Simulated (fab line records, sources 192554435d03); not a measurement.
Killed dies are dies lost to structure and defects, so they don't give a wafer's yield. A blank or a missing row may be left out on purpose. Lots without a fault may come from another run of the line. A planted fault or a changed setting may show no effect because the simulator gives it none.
Problem report in the 8D (eight disciplines) form, filled by code | flow n5_finfet | the parts of the form that need people (team, actions taken, sign-off) are left out

1. THE PROBLEM
etch_rf_on_time_s at N5_BEOL_M4_ETCH_74 reads a mean of 7.14 s on 3 wafers of 3 lots; wafers without a fault read 5.23 s with a standard deviation of 0.088. That is +22 standard deviations from the usual mean.
The step: etches underlayer in N2/H2, target depth 6.5 nm, time 5.2 s.
First seen on wafer L527.2, day 13 04:16, on rie_diel-05. The record holds 29 wafers of 10 lots with a number at this step. Rule for "out", or "out of limits": more than 4 standard deviations from the usual mean. The other wafers with a number count as sound.

2. WHAT IT IS AND WHAT IT IS NOT
question                    | is                     | is not
which readings at this step | etch_rf_on_time_s      | drypump_motor_current_A, rf_vpp_V, showerhead_plenum_p_Torr, throttle_valve_pct
which lots                  | L527, L530, L532       | L515, L516, L517, L518, L523, L533, L535
which wafers of those lots  | L527.2, L530.4, L532.2 | L527.6, L530.3, L530.5, L532.3, L532.5
read on which tools         | rie_diel-05            | rie_diel-03, rie_diel-06
when                        | from day 13 04:16      | up to then (16 sound wafers); but 10 sound wafers of L530, L532, L533, L535 came after

3. SUSPECTS, AND WHAT RULES EACH OUT
Counting: a tool at a process step up to the reading stays a suspect if it ran every lot that is out. Sound lots after the first of them don't rule it out here, since some wafers of a struck lot are sound.
- cvd_co-01 at N5_BEOL_M3_PRE_CLEAN_60 (time 15 s): kept. It ran every lot that is out, first L527 (day 13 02:38); its last sound lot up to then is L523 (day 11 08:27).
- rie_diel-05 at N5_BEOL_M4_DESCUM_16 (chemistry O2, time 7 s): kept. It ran every lot that is out, first L527 (day 13 04:14); its last sound lot up to then is L523 (day 11 11:27).
- rie_diel-05 at N5_BEOL_M4_ETCH_74 (etches underlayer in N2/H2, target depth 6.5 nm, time 5.2 s): kept. It ran every lot that is out, first L527 (day 13 04:16); its last sound lot up to then is L523 (day 11 11:29). Its own readings are out on those wafers: etch_rf_on_time_s.
Left after counting: cvd_co-01 at N5_BEOL_M3_PRE_CLEAN_60, rie_diel-05 at N5_BEOL_M4_DESCUM_16, rie_diel-05 at N5_BEOL_M4_ETCH_74.

4. THE CAUSE (what the simulator had put in)
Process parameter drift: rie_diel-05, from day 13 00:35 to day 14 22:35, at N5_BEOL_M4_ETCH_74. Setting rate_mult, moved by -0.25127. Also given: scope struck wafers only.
Counting left 3 suspects, and this tool is among them.

5. THE CHAIN OF EFFECTS, in route order
Each row: a reading whose mean over the struck wafers that have a number lies more than 3 standard deviations from the usual. Only readings for which the record gives a usual standard deviation are gone through. hours: the time from each lot's start at the first step in this table that gives one to its start at this step, as a median over the lots. sigmas: the change in usual standard deviations.
hours | step               | reading           | usual  | on struck wafers | change | sigmas
0     | N5_BEOL_M4_ETCH_74 | etch_rf_on_time_s | 5.23 s | 7.14             | +1.91  | +22
The process steps in it:
- N5_BEOL_M4_ETCH_74: etches underlayer in N2/H2, target depth 6.5 nm, time 5.2 s.
Later measuring or inspecting steps at which every struck wafer that the step has a row for has a number for every such reading, and none has moved that far: N5_BEOL_M4_RC_MEAS_101.

6. WHAT WOULD HAVE CAUGHT IT SOONER
In this record the first reading out of limits was taken at day 13 04:16, 4 hours after the fault began at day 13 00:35.
